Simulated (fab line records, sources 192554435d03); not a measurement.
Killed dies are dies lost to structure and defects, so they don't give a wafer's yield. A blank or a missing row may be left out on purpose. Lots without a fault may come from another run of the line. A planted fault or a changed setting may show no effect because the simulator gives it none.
Chamber matching | flow n5_finfet | N5_BEOL_M0_SAQP_PECVD_04 on pecvd-03: 3 sister chambers
The step deposits a-Si from SiH4/He, target thk 60 nm, time 60.2 s. 3 wafers are shown with their chamber, then 12 later ones without.

WAFERS WITH THEIR CHAMBER
wafer  | chamber | throttle_valve_pct (%)
L085.4 | 2       | 17.0
L087.2 | 0       | 18.6
L087.5 | 1       | 17.5

WAFERS WITHOUT THEIR CHAMBER
wafer  | throttle_valve_pct (%)
L088.1 | 17.5
L088.4 | 17.7
L088.5 | 18.7
L090.1 | 18.7
L090.5 | 17.0
L090.6 | 18.7
L076.2 | 18.8
L076.3 | 17.6
L076.5 | 17.2
L096.1 | 17.7
L096.3 | 15.9
L096.4 | 17.2

WHICH CHAMBER EACH WENT THROUGH
wafer  | from the rows above     | in truth
L088.1 | can't be placed: 1 or 2 | 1
L088.4 | can't be placed: 1 or 2 | 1
L088.5 | 0                       | 0
L090.1 | 0                       | 0
L090.5 | can't be placed: 2 or 1 | 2
L090.6 | 0                       | 0
L076.2 | 0                       | 0
L076.3 | can't be placed: 1 or 2 | 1
L076.5 | can't be placed: 2 or 1 | 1
L096.1 | can't be placed: 1 or 2 | 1
L096.3 | can't be placed: 2 or 1 | 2
L096.4 | can't be placed: 2 or 1 | 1
Placed correctly: 4 of 12. Can't be placed from these rows: 8 (the true chamber is among the candidates in 8). Placed wrongly: 0.
How it was worked out, from the rows above alone: a wafer's distance from a chamber is the root of the sum, over the readings, of the square of ((its reading less the chamber's mean) divided by the reading's scatter). The wafer belongs to the nearest chamber; if the next one is less than 2 further off, it can't be placed. A chamber's mean is the mean of its shown wafers. The scatter: with one shown wafer a chamber, the root of the mean of the squares of how far each hidden wafer lies from its nearest shown one.
